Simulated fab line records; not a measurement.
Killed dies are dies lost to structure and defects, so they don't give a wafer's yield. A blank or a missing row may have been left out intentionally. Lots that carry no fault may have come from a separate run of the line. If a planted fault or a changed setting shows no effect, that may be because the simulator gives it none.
Comparing a struck lot with a sound one	flow nand harc	19 out of 1159 route steps
Sound: the wafers L506.4, L506.5, L506.6. Struck: wafers L509.1, L509.3, L509.6. The cause is given at the end.
Order at every step that has rows: each side's tool, ch and its chambers, its first start. Under that, the readings that differ: sound wafers	struck wafers	difference of the means	sigmas: that difference in standard deviations of wafers without a fault.
alike: words and numbers the same on both sides, and readings whose means are apart by under 2 such deviations; not compared: readings that were withheld, readings missing a value for some wafer, numbers with overlapping values and no deviation given by the record, and bounds like >300 which may hide the same value.
Wherever a step has rows on one side only, a row that says differs or no value, or a row with sigmas, the two part there. Numbers that don't overlap but have no deviation are shown without sigmas and don't part them. A reading that every wafer of one side lacks parts them only if that side has two wafers or more.

NHARC_P_GATE_CD_MEAS_59 targets a cd of 720 nm.
  sound on cd sem-02 ch 0, day 7 00:07; struck on cd sem-03 ch 0, day 7 19:02
  alike: cd nm
then, 1 step without rows for these wafers: NHARC_P_GATE_HARDBAKE_60 (time 80 s).
NHARC_P_GATE_DESCUM_61: chemistry O2, time 3 s.
  sound on rie diel-04 ch 1,2,3, day 7 00:18; struck on rie diel-03 ch 1,2, day 7 19:12
  alike: drypump motor current A, oes product au, rf vpp V, showerhead plenum p Torr, throttle valve pct
  not compared: rf hours counter h
following that, these wafers have no rows for 1 step: NHARC_P_GATE_IMPLANT_62.
NHARC_P_GATE_STRIP_112: strips in N2/H2, time 200 s.
  sound on plasma asher-01 ch 0,1, day 7 00:44; struck on plasma asher-01 ch 1, day 7 19:40
  alike: drypump motor current A, heater power w
  not compared: rf hours counter h
NHARC_P_GATE_STRIP_76: strips in O2.
  sound on plasma asher-01 ch 0,1, day 7 00:55; struck on plasma asher-01 ch 1, day 7 19:53
  alike: drypump motor current A, heater power w
  not compared: rf hours counter h
then, 6 steps without rows for these wafers: NHARC_P_GATE_STRIP_63 (strips in SPM, time 900 s); NHARC_P_GATE_DEHYDRATE_83 (time 120 s); NHARC_P_GATE_HMDS_84 (time 30 s); NHARC_P_GATE_COAT_85; NHARC_P_GATE_SOFTBAKE_86 (time 95 s); NHARC_P_GATE_EBR_87.
NHARC_P_GATE_EXPOSE_88: exposes mask P HVN, target cd 2000 nm.
  sound on krf scanner-03 ch 0, day 7 01:41; struck on krf scanner-03 ch 0, day 7 20:38
reading	sound	struck	difference	sigmas
mask	P_HVN#0 P_HVN#0 P_HVN#0	P_HVN_R1#0 P_HVN_R1#0 P_HVN_R1#0	differs	
then, 2 steps without rows for these wafers: NHARC_P_GATE_PEB_89 (peb time 85 s); NHARC_P_GATE_DEVELOP_90 (time 70 s).
NHARC_P_GATE_CD_MEAS_91 targets a cd of 2000 nm.
  sound on cd sem-02 ch 0, day 7 01:50; struck on cd sem-01 ch 0, day 7 20:48
reading	sound	struck	difference	sigmas
cd nm (nm)	1999.2 1998.8 1998.1	1981.2 1978.7 1981.7	-18.2	-14
then, 1 step without rows for these wafers: NHARC_P_GATE_HARDBAKE_92 (time 80 s).
NHARC_P_GATE_DESCUM_93: chemistry O2, time 3 s.
  sound on rie diel-04 ch 0,1,3, day 7 02:01; struck on rie diel-11 ch 0,3, day 7 20:58
reading	sound	struck	difference	sigmas
model.P_GATE.cd nm (nm)	1999 1998 1998	1981 1979 1982	-18	
  alike: drypump motor current A, oes product au, rf vpp V, showerhead plenum p Torr, throttle valve pct
  not compared: rf hours counter h
following that, these wafers have no rows for 1 step: NHARC_P_GATE_IMPLANT_94.

## WHERE THEY PART
First at NHARC_P_GATE_EXPOSE_88; last, within this record, at NHARC_P_GATE_CD_MEAS_91. Later steps at which nothing parts them and some readings are alike: NHARC_P_GATE_DESCUM_93.

WHY: what had been put in by the simulator
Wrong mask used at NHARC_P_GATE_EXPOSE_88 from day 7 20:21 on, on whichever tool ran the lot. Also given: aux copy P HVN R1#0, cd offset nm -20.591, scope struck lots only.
